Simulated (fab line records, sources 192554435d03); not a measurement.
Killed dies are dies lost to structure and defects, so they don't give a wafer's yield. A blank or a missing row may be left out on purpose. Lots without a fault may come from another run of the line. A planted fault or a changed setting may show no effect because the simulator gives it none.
fab line records | flow n5_finfet
record lots=4 wafers=12 last_day=17
route steps=1938 shown BEOL_M3@959 BEOL_M4@1111 PASSIVATION@1936
lots that met no fault: from a run of the same line without faults
start_h: hours from the record's first day to the start of the lot's first wafer shown | wait_h: hours since the lot's step before | " the same as in the row above | L1.1+2: a row that stands for several wafers | - no value, or no start given | * or withheld: withheld | < > ~ a bound
route shown NAME@n: a module of which the file shows steps, and the number in the route of the first | usual: mean/standard deviation of fault-free wafers | same: alike in all rows | chamber/n: place in a boat | sites: the reading at each site | _std_site: their standard deviation | _edge_site: outer sites' mean less inner sites' | radius_mm: how far each site lies from the wafer's centre | mask NAME#n: copy n | behind: the tool/chamber that last shaped the wafer | hold: why the lot was held/for how many hours/how that ended | device: the transistor (n, p or np) that didn't switch | end of line: the same wafers' tests at the end of the route | a step without rows: its recipe alone | killed: dies lost to structure and defects at the first sort, not the wafer's yield | map: a wafer's dies, x killed, . not, _ none there
set.NAME: the setting as run; set.NAME@STEP: as run at that earlier step | model.NAME: the simulator's own value behind a step, which no gauge read
lots at some steps of the route; a table a step, a row a wafer
services: from which hour (start_h, from the record's first day; less than 0 if before it) a tool's chamber was out of use, for how many hours, and why
## steps
# step N5_BEOL_M3_COAT_76
# recipe resist=underlayer temp_c=205 time_s=60 spin_rpm=1500 resist_thk_nm=5
# step N5_BEOL_M3_COAT_22
# recipe resist=CAR-EUV spin_rpm=1500 resist_thk_nm=30
# step N5_BEOL_M3_EBR_24
# recipe solvent=PGMEA ebr_width_mm=1.5
# step N5_BEOL_M3_SOFTBAKE_23
# recipe temp_c=110 time_s=60 resist=CAR-EUV
# step N5_BEOL_M3_EXPOSE_25
# recipe mask_id=V2 na=0.33 source_shape=quasar sigma_inner=0.2 sigma_outer=0.8 polarization=unpolarized defocus_nm=5 dose_mj=63
# step N5_BEOL_M3_PEB_26
# recipe peb_temp_c=100 peb_time_s=60 resist=CAR-EUV
# step N5_BEOL_M3_DEVELOP_27
# recipe develop_time_s=30 developer=TMAH resist=CAR-EUV rinse_liquid=surfactant_rinse dry=air_spin dev_temp_c=23
# step N5_BEOL_M3_DESCUM_33
# recipe chemistry=O2 time_s=7 source_power_w=50 bias_power_w=20 pressure_mtorr=20 rf_frequency_hz=2.712e+07 temp_c=40 resist=CAR-EUV o2_flow_sccm=225
# step N5_BEOL_M3_ETCH_77
# recipe chemistry=N2/H2 target=underlayer target_depth_a=65 mask_material=CAR-EUV time_s=5.2 ion_energy_ev=200 pressure_mtorr=30 source_w=840 bias_w=150 n2_flow_sccm=200 h2_flow_sccm=200 ends=cleared
# step N5_BEOL_M3_ETCH_69
# recipe chemistry=CF4 target=SiARC target_depth_a=156 mask_material=CAR-EUV time_s=26 ion_energy_ev=80 pressure_mtorr=40 source_w=545 bias_w=36 Ar_flow_sccm=100 cf4_flow_sccm=100 ends=cleared
# usual bias_w=36.00/0.099 cf4_flow_sccm=100.0/0.31 drypump_motor_current_A=5.7/0.38 etch_rf_on_time_s=25.8/0.63 mfc_ar_sccm=100.01/0.29 oes_product_au=0.69/0.061 rf_vpp_V=184.3/1.4 showerhead_plenum_p_Torr=2.17/0.076 throttle_valve_pct=15.58/0.17
# columns lot.wafer tool chamber start_h wait_h bias_w cf4_flow_sccm drypump_motor_current_A etch_rf_on_time_s mfc_ar_sccm oes_product_au rf_hours_counter_h rf_vpp_V showerhead_plenum_p_Torr throttle_valve_pct
L247.2 rie_diel-04 1 198.98 0.0 - - - - - - - - - -
L247.4 " 0 " " - - - - - - - - - -
L247.5 " 2 " " - - - - - - - - - -
L248.1 rie_diel-04 3 199.35 0.0 - - - - - - - - - -
L248.4 " 0 " " - - - - - - - - - -
L248.6 " 1 " " - - - - - - - - - -
L258.3 rie_diel-04 2 249.83 0.0 36.10 100.0 5.5 25.6 99.90 0.75 34 185.5 2.28 15.31
L258.4 " 0 " " 36.10 100.5 5.1 24.7 99.82 0.64 177 184.2 2.13 15.59
L258.6 " 2 " " 36.05 99.8 5.6 25.5 99.45 0.75 - 185.3 2.28 15.32
L263.2 rie_diel-05 0 287.54 0.0 35.97 100.0 5.9 27.2 99.81 0.73 42 183.4 2.18 15.52
L263.3 " 2 " " 35.97 100.5 5.3 26.1 99.98 0.64 140 184.2 2.14 15.82
L263.5 " 2 " " 36.08 100.4 5.3 26.1 100.11 0.65 - 183.7 2.14 15.81
# step N5_BEOL_M3_ALD_98
# recipe material=SiO2 target_thk_a=25 temp_c=100 ald_precursor_family=BDEAS ald_co_reactant=O2-plasma pulse_time_s=1 co_reactant_pulse_time_s=1 purge_time_s=2 co_reactant_purge_time_s=2 ald_cycles=17 pressure_torr=2
# step N5_BEOL_M3_ETCHBACK_99
# recipe chemistry=CHF3 target=SiO2 target_depth_a=50 time_s=10.4 source_w=215 bias_w=47 Ar_flow_sccm=200 CHF3_flow_sccm=12 ion_energy_ev=100 pressure_mtorr=30
# usual drypump_motor_current_A=5.7/0.42 mfc_ar_sccm=199.9/0.65 oes_product_au=0.80/0.07 rf_vpp_V=239/5 showerhead_plenum_p_Torr=2.16/0.074 throttle_valve_pct=17.04/0.17
# columns lot.wafer tool chamber start_h wait_h drypump_motor_current_A mfc_ar_sccm oes_product_au rf_hours_counter_h rf_vpp_V showerhead_plenum_p_Torr throttle_valve_pct
L247.2 rie_diel-01 2 205.59 6.5 5.1 199.7 0.30 112 236 2.09 17.18
L247.4 " 1 " " 6.3 200.7 0.31 - 234 2.10 16.78
L247.5 " 2 " " 5.1 199.9 0.30 - 235 2.09 17.18
L248.1 rie_diel-05 1 206.16 6.5 6.1 199.9 0.29 117 239 2.09 17.19
L248.4 " 1 " " 6.1 199.3 0.29 - 239 2.09 17.18
L248.6 " 0 " " 5.9 198.1 0.35 - 244 2.19 16.89
L258.3 rie_diel-01 2 254.94 3.9 5.1 199.7 0.77 132 236 2.09 17.24
L258.4 " 2 " " 5.1 199.7 0.77 - 235 2.09 17.22
L258.6 " 1 " " 6.3 199.8 0.81 - 234 2.09 16.85
L263.2 rie_diel-04 2 287.75 0.1 5.6 201.4 0.87 39 245 2.28 16.76
L263.3 " 3 " " 5.7 200.0 0.87 32 244 2.28 16.84
L263.5 " 0 " " 5.1 200.0 0.73 - 234 2.15 17.09
# step N5_BEOL_M3_ETCH_70
# recipe chemistry=N2/H2 target=SOC target_depth_a=800 overetch_a=160 mask_material=SiARC temp_c=40 time_s=120 ion_energy_ev=200 pressure_mtorr=30 source_w=840 bias_w=150 n2_flow_sccm=200 h2_flow_sccm=200
# usual bias_w=150.0/0.44 chamber_pressure_mTorr=30.00/0.03 drypump_motor_current_A=5.8/0.42 h2_flow_sccm=200.0/0.62 oes_product_au=0.61/0.051 rf_vpp_V=524.0/2.7 showerhead_plenum_p_Torr=2.55/0.096 temp_c=39.99/0.1 throttle_valve_pct=17.74/0.2
# columns lot.wafer tool chamber start_h wait_h bias_w chamber_pressure_mTorr drypump_motor_current_A h2_flow_sccm oes_product_au rf_hours_counter_h rf_vpp_V showerhead_plenum_p_Torr temp_c throttle_valve_pct
L247.2 rie_diel-01 2 205.63 0.0 149.7 29.99 5.2 200.3 0.30 112 522.3 2.45 39.71 17.82
L247.4 " 1 " " 150.3 30.04 6.3 200.0 0.31 - 523.1 2.48 39.95 17.59
L247.5 " 2 " " 150.0 29.99 5.2 199.8 0.30 - 521.7 2.45 39.72 17.83
L248.1 rie_diel-05 1 206.20 0.0 149.8 29.95 6.1 201.1 0.29 117 520.7 2.45 40.14 17.77
L248.4 " 1 " " 150.2 29.97 6.1 200.3 0.29 - 522.1 2.45 39.96 17.78
L248.6 " 0 " " 149.9 30.01 5.9 200.5 0.34 - 526.8 2.60 39.90 17.74
L258.3 rie_diel-01 2 254.97 0.0 149.9 29.98 5.2 200.2 0.60 132 521.0 2.44 40.05 17.89
L258.4 " 2 " " 149.8 30.00 5.1 200.4 0.59 - 521.3 2.44 40.04 17.89
L258.6 " 1 " " 150.4 30.04 6.4 200.4 0.61 - 521.8 2.47 39.83 17.65
L263.2 rie_diel-04 2 287.79 0.0 149.6 29.93 5.6 200.1 0.65 39 527.5 2.69 40.11 17.37
L263.3 " 3 " " 149.2 30.00 5.7 200.3 0.66 32 528.2 2.68 40.13 17.51
L263.5 " 0 " " 150.7 30.00 5.1 200.1 0.55 - 523.9 2.50 40.07 17.63
# step N5_BEOL_M3_STRIP_71
# recipe chemistry=N2/H2 temp_c=40 n2_flow_sccm=200 h2_flow_sccm=200 rf_frequency_hz=6e+07
# step N5_BEOL_M4_RC_MEAS_101
# usual DIBL_N=36.5/1.7 DIBL_P=36.3/2.1 IOFF_N=0.16/0.036 IOFF_P=0.21/0.037 ION_N=676/12 ION_P=462/7.6 SS_N=71.5/0.68 SS_P=73.3/0.63 VT_N=249/3.5 VT_P=-250/3.5
# columns lot.wafer tool chamber start_h wait_h DIBL_N[mV/V] DIBL_P[mV/V] IOFF_N[nA/um] IOFF_P[nA/um] ION_N[uA/um] ION_P[uA/um] SS_N[mV/dec] SS_P[mV/dec] VT_N[mV] VT_P[mV]
L258.3 prober-02 0 282.47 0.3 39.6 41.4 0.28 0.32 696 475 73.6 74.2 243 -245
L258.4 " 0 " " 36.1 36.9 0.17 0.21 681 464 72.4 74.3 248 -252
L258.6 " 0 " " 35.7 37.0 0.18 0.23 688 469 71.5 73.4 248 -249
L263.2 prober-01 0 310.32 0.2 37.2 37.2 0.18 0.24 679 471 70.9 73.2 244 -248
L263.3 " 0 " " 36.5 35.3 0.14 0.20 668 464 71.7 72.6 249 -250
L263.5 " 0 " " 38.0 37.7 0.18 0.24 697 475 71.6 73.5 249 -248
# step N5_PASSIVATION_PROBE_49
# usual defect_limited_yield=91.4/1.5 killed_at_M0_to_M3=34/12 killed_at_M4_up=12/4.9 killed_at_contacts=13/7.2 killed_at_front_end=39/12 killed_at_other=3.7/2.9 killed_dies=101/18 killed_on_rim=13/4 killed_open=67/14 killed_short=33/7.2 sort_bin_4_leakage=0.00/0.022 sort_bin_5_function=5.1/0.97 sort_bin_6_memory=3.2/0.67 sort_n_pass=1079/17 sort_yield_pct=91.4/1.5
# same gross_dies=1180 killed_at_back_side=0 sort_bin_8_speed[%]=0
# columns lot.wafer tool chamber start_h wait_h defect_limited_yield[%] killed_at_M0_to_M3 killed_at_M4_up killed_at_contacts killed_at_front_end killed_at_other killed_dies killed_on_rim killed_open killed_short sort_bin_4_leakage[%] sort_bin_5_function[%] sort_bin_6_memory[%] sort_n_pass sort_yield_pct[%]
L247.2 prober-02 - 321.73 0.1 0 1077 21 17 60 5 1180 152 94 39 0 95.9 3.7 0 0
L247.4 prober-02 - 321.83 0.2 0 1090 10 21 56 3 1180 152 77 42 0 96.4 3.3 0 0
L247.5 prober-02 - 321.88 0.2 0 1078 18 17 61 6 1180 152 87 45 0 95.8 3.8 0 0
L248.1 prober-02 - 329.08 0.0 0 1126 11 7 33 3 1180 152 63 21 0 96.6 3.3 0 0
L248.4 prober-02 - 329.23 0.2 0 1105 8 13 51 3 1180 152 69 28 0 97.0 2.7 0 0
L248.6 prober-02 - 329.33 0.3 0 1111 10 15 41 3 1180 152 86 38 0 96.3 3.3 0 0
# killed by level:class
L247.2 BEOL_M3:area_etch=1047 FIN_SAQP:geometric_particle:open=24 MOL_CONTACT_COAG:geometric_particle:open=14 BEOL_M4:geometric_particle:open=9 GATE_CUT:geometric_particle:short=8 BEOL_M0_SAQP:geometric_particle:open=7 BEOL_M3:geometric_particle:open=7 BEOL_M0_SAQP:geometric_particle:short=6
L247.4 BEOL_M3:area_etch=1060 FIN_SAQP:geometric_particle:open=19 MOL_CONTACT_COAG:geometric_particle:open=16 FIN_SAQP:geometric_particle:short=14 BEOL_M0_SAQP:geometric_particle:short=10 BEOL_M0_SAQP:geometric_particle:open=7 STI_FIN_REVEAL:geometric_particle:open=6 MOL_CONTACT_COAG:geometric_particle:short=5
L247.5 BEOL_M3:area_etch=1047 STI_FIN_REVEAL:geometric_particle:open=14 MOL_CONTACT_COAG:geometric_particle:open=13 FIN_SAQP:geometric_particle:short=12 BEOL_M2:geometric_particle:open=11 FIN_SAQP:geometric_particle:open=8 DUMMY_GATE:geometric_particle:open=7 BEOL_M4:geometric_particle:short=6
L248.1 BEOL_M3:area_etch=1095 BEOL_M2:geometric_particle:open=10 FIN_SAQP:geometric_particle:open=8 MOL_CONTACT_COAG:geometric_particle:open=7 STI_FIN_REVEAL:geometric_particle:open=5 BEOL_M0_SAQP:geometric_particle:open=5 DUMMY_GATE:geometric_particle:open=4 BEOL_M0_SAQP:geometric_particle:short=4
L248.4 BEOL_M3:area_etch=1081 MOL_CONTACT_COAG:geometric_particle:open=12 FIN_SAQP:geometric_particle:open=11 BEOL_M2:geometric_particle:open=10 FIN_SAQP:geometric_particle:short=9 DUMMY_GATE:geometric_particle:open=7 STI_FIN_REVEAL:geometric_particle:open=6 STARTING-WAFER:geometric_particle:short=5
L248.6 BEOL_M3:area_etch=1055 BEOL_M2:geometric_particle:open=21 MOL_CONTACT_COAG:geometric_particle:open=13 BEOL_M2:geometric_particle:short=9 GATE_CUT:geometric_particle:open=7 BEOL_M0_SAQP:geometric_particle:short=7 FIN_SAQP:geometric_particle:open=6 FIN_SAQP:geometric_particle:short=5
# map L247.2 (x killed, . not)
_________________xxxxxxxxxxxx________________
______________xxxxxxxxxxxxxxxxxx_____________
___________xxxxxxxxxxxxxxxxxxxxxxxx__________
__________xxxxxxxxxxxxxxxxxxxxxxxxxx_________
________xxxxxxxxxxxxxxxxxxxxxxxxxxxxxx_______
_______xxxxxxxxxxxxxxxxxxxxxxxxxxxxxxxx______
______xxxxxxxxxxxxxxxxxxxxxxxxxxxxxxxxxx_____
_____xxxxxxxxxxxxxxxxxxxxxxxxxxxxxxxxxxxx____
____xxxxxxxxxxxxxxxxxxxxxxxxxxxxxxxxxxxxxx___
___xxxxxxxxxxxxxxxxxxxxxxxxxxxxxxxxxxxxxxxx__
___xxxxxxxxxxxxxxxxxxxxxxxxxxxxxxxxxxxxxxxx__
__xxxxxxxxxxxxxxxxxxxxxxxxxxxxxxxxxxxxxxxxxx_
__xxxxxxxxxxxxxxxxxxxxxxxxxxxxxxxxxxxxxxxxxx_
_xxxxxxxxxxxxxxxxxxxxxxxxxxxxxxxxxxxxxxxxxxxx
_xxxxxxxxxxxxxxxxxxxxxxxxxxxxxxxxxxxxxxxxxxxx
_xxxxxxxxxxxxxxxxxxxxxxxxxxxxxxxxxxxxxxxxxxxx
_xxxxxxxxxxxxxxxxxxxxxxxxxxxxxxxxxxxxxxxxxxxx
_xxxxxxxxxxxxxxxxxxxxxxxxxxxxxxxxxxxxxxxxxxxx
_xxxxxxxxxxxxxxxxxxxxxxxxxxxxxxxxxxxxxxxxxxxx
_xxxxxxxxxxxxxxxxxxxxxxxxxxxxxxxxxxxxxxxxxxxx
_xxxxxxxxxxxxxxxxxxxxxxxxxxxxxxxxxxxxxxxxxxxx
__xxxxxxxxxxxxxxxxxxxxxxxxxxxxxxxxxxxxxxxxxx_
__xxxxxxxxxxxxxxxxxxxxxxxxxxxxxxxxxxxxxxxxxx_
___xxxxxxxxxxxxxxxxxxxxxxxxxxxxxxxxxxxxxxxx__
___xxxxxxxxxxxxxxxxxxxxxxxxxxxxxxxxxxxxxxxx__
____xxxxxxxxxxxxxxxxxxxxxxxxxxxxxxxxxxxxxx___
_____xxxxxxxxxxxxxxxxxxxxxxxxxxxxxxxxxxxx____
______xxxxxxxxxxxxxxxxxxxxxxxxxxxxxxxxxx_____
_______xxxxxxxxxxxxxxxxxxxxxxxxxxxxxxxx______
________xxxxxxxxxxxxxxxxxxxxxxxxxxxxxx_______
__________xxxxxxxxxxxxxxxxxxxxxxxxxx_________
___________xxxxxxxxxxxxxxxxxxxxxxxx__________
______________xxxxxxxxxxxxxxxxxx_____________
_________________xxxxxxxxxxxx________________
# map L248.1 (x killed, . not)
_________________xxxxxxxxxxxx________________
______________xxxxxxxxxxxxxxxxxx_____________
___________xxxxxxxxxxxxxxxxxxxxxxxx__________
__________xxxxxxxxxxxxxxxxxxxxxxxxxx_________
________xxxxxxxxxxxxxxxxxxxxxxxxxxxxxx_______
_______xxxxxxxxxxxxxxxxxxxxxxxxxxxxxxxx______
______xxxxxxxxxxxxxxxxxxxxxxxxxxxxxxxxxx_____
_____xxxxxxxxxxxxxxxxxxxxxxxxxxxxxxxxxxxx____
____xxxxxxxxxxxxxxxxxxxxxxxxxxxxxxxxxxxxxx___
___xxxxxxxxxxxxxxxxxxxxxxxxxxxxxxxxxxxxxxxx__
___xxxxxxxxxxxxxxxxxxxxxxxxxxxxxxxxxxxxxxxx__
__xxxxxxxxxxxxxxxxxxxxxxxxxxxxxxxxxxxxxxxxxx_
__xxxxxxxxxxxxxxxxxxxxxxxxxxxxxxxxxxxxxxxxxx_
_xxxxxxxxxxxxxxxxxxxxxxxxxxxxxxxxxxxxxxxxxxxx
_xxxxxxxxxxxxxxxxxxxxxxxxxxxxxxxxxxxxxxxxxxxx
_xxxxxxxxxxxxxxxxxxxxxxxxxxxxxxxxxxxxxxxxxxxx
_xxxxxxxxxxxxxxxxxxxxxxxxxxxxxxxxxxxxxxxxxxxx
_xxxxxxxxxxxxxxxxxxxxxxxxxxxxxxxxxxxxxxxxxxxx
_xxxxxxxxxxxxxxxxxxxxxxxxxxxxxxxxxxxxxxxxxxxx
_xxxxxxxxxxxxxxxxxxxxxxxxxxxxxxxxxxxxxxxxxxxx
_xxxxxxxxxxxxxxxxxxxxxxxxxxxxxxxxxxxxxxxxxxxx
__xxxxxxxxxxxxxxxxxxxxxxxxxxxxxxxxxxxxxxxxxx_
__xxxxxxxxxxxxxxxxxxxxxxxxxxxxxxxxxxxxxxxxxx_
___xxxxxxxxxxxxxxxxxxxxxxxxxxxxxxxxxxxxxxxx__
___xxxxxxxxxxxxxxxxxxxxxxxxxxxxxxxxxxxxxxxx__
____xxxxxxxxxxxxxxxxxxxxxxxxxxxxxxxxxxxxxx___
_____xxxxxxxxxxxxxxxxxxxxxxxxxxxxxxxxxxxx____
______xxxxxxxxxxxxxxxxxxxxxxxxxxxxxxxxxx_____
_______xxxxxxxxxxxxxxxxxxxxxxxxxxxxxxxx______
________xxxxxxxxxxxxxxxxxxxxxxxxxxxxxx_______
__________xxxxxxxxxxxxxxxxxxxxxxxxxx_________
___________xxxxxxxxxxxxxxxxxxxxxxxx__________
______________xxxxxxxxxxxxxxxxxx_____________
_________________xxxxxxxxxxxx________________
## services
# columns tool chamber start_h hours kind
rie_diel-04 3 176.15 - clean
rie_diel-04 3 176.15 - consumable_replace:focus_ring
rie_diel-04 3 176.15 - consumable_replace:showerhead
rie_diel-04 3 176.15 12.3 scheduled_down
rie_diel-04 3 176.15 12.3 vent_cycle
rie_diel-04 0 202.29 6.5 repair
rie_diel-05 2 205.97 1.6 repair
rie_diel-05 - 216.89 0.8 repair
rie_diel-04 2 233.69 4.1 repair
rie_diel-04 2 252.40 19.3 repair
rie_diel-05 3 276.30 - clean
rie_diel-05 3 276.30 - consumable_replace:focus_ring
rie_diel-05 3 276.30 31.9 scheduled_down
rie_diel-05 3 276.30 31.9 vent_cycle
## key
first_sign step=N5_BEOL_M3_ETCH_69 reading=tool_record direction=missing
effect step=N5_BEOL_M3_ETCHBACK_99 reading=oes_product_au direction=down sigmas=7.1 usual=0.80 struck=0.31
effect step=N5_BEOL_M3_ETCH_70 reading=oes_product_au direction=down sigmas=6.1 usual=0.61 struck=0.30
effect step=N5_PASSIVATION_PROBE_49 reading=sort_bin_5_function direction=up sigmas=94 usual=5.1 struck=96.3
more_kills_born_at N5_BEOL_M3_ETCH_69@rie_diel-04=6380
met_at N5_BEOL_M3_ETCH_69
struck_wafers L247.2,L247.4,L247.5,L248.1,L248.4,L248.6
later_rows_left_out L247.2,L247.4,L247.5,L248.1,L248.4,L248.6
fault kind=skipped_step_whole tool=rie_diel-04 chamber=- onset_h=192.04 steps=N5_BEOL_M3_ETCH_69 scope=struck_lots_only
# later_rows_left_out: the simulator's readings of these wafers behind a module that went badly wrong aren't trusted and aren't shown, but for the sort
